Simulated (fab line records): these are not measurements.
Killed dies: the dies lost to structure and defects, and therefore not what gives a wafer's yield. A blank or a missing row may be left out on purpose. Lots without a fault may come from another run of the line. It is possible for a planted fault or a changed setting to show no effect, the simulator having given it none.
Matching of chambers || flow n5_finfet || N5_BEOL_M3_ALD_84 on ald_metal-04 has 4 sister chambers
The step deposits TaN, pulse time 2 s, purge time 3 s, co reactant purge time 2 s. 8 wafers are shown with their chamber, then 9 later ones without.

## EACH WAFER AND ITS CHAMBER
{"wafer": "L083.4", "chamber": 0, "heater_power_w (W)": 396}
{"wafer": "L082.3", "chamber": 1, "heater_power_w (W)": 454}
{"wafer": "L084.2", "chamber": 1, "heater_power_w (W)": 449}
{"wafer": "L084.3", "chamber": 3, "heater_power_w (W)": 478}
{"wafer": "L084.4", "chamber": 2, "heater_power_w (W)": 481}
{"wafer": "L086.2", "chamber": 3, "heater_power_w (W)": 495}
{"wafer": "L086.3", "chamber": 2, "heater_power_w (W)": 500}
{"wafer": "L086.5", "chamber": 0, "heater_power_w (W)": 407}

## WAFERS WITHOUT THEIR CHAMBER
{"wafer": "L085.1", "heater_power_w (W)": 505}
{"wafer": "L085.2", "heater_power_w (W)": 489}
{"wafer": "L085.5", "heater_power_w (W)": 405}
{"wafer": "L093.1", "heater_power_w (W)": 439}
{"wafer": "L093.4", "heater_power_w (W)": 451}
{"wafer": "L093.6", "heater_power_w (W)": 488}
{"wafer": "L092.1", "heater_power_w (W)": 501}
{"wafer": "L092.3", "heater_power_w (W)": 442}
{"wafer": "L092.4", "heater_power_w (W)": 478}

## THE CHAMBER EACH PASSED THROUGH
{"wafer": "L085.1", "from the rows above": "can't be placed: 2 or 3", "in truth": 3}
{"wafer": "L085.2", "from the rows above": "can't be placed: 2 or 3", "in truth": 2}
{"wafer": "L085.5", "from the rows above": 0, "in truth": 0}
{"wafer": "L093.1", "from the rows above": 1, "in truth": 1}
{"wafer": "L093.4", "from the rows above": 1, "in truth": 1}
{"wafer": "L093.6", "from the rows above": "can't be placed: 3 or 2", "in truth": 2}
{"wafer": "L092.1", "from the rows above": "can't be placed: 2 or 3", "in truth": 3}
{"wafer": "L092.3", "from the rows above": 1, "in truth": 1}
{"wafer": "L092.4", "from the rows above": "can't be placed: 3 or 2 or 1", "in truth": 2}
4 of 9 placed correctly. Unplaceable from these rows: 5, with the true chamber sitting among the candidates in 5. Number placed wrongly: 0.
How it was worked out, from the rows above alone: a wafer's distance from a chamber is the root of the sum, over the readings, of the square of ((its reading less the chamber's mean) divided by the reading's scatter). The wafer belongs to the nearest chamber; if the next one is less than 2 further off, it can't be placed. A chamber's mean is the mean of its shown wafers. The scatter: take each reading less its chamber's mean, square it, sum over the shown wafers, divide by the number of wafers less the number of chambers, and take the root.
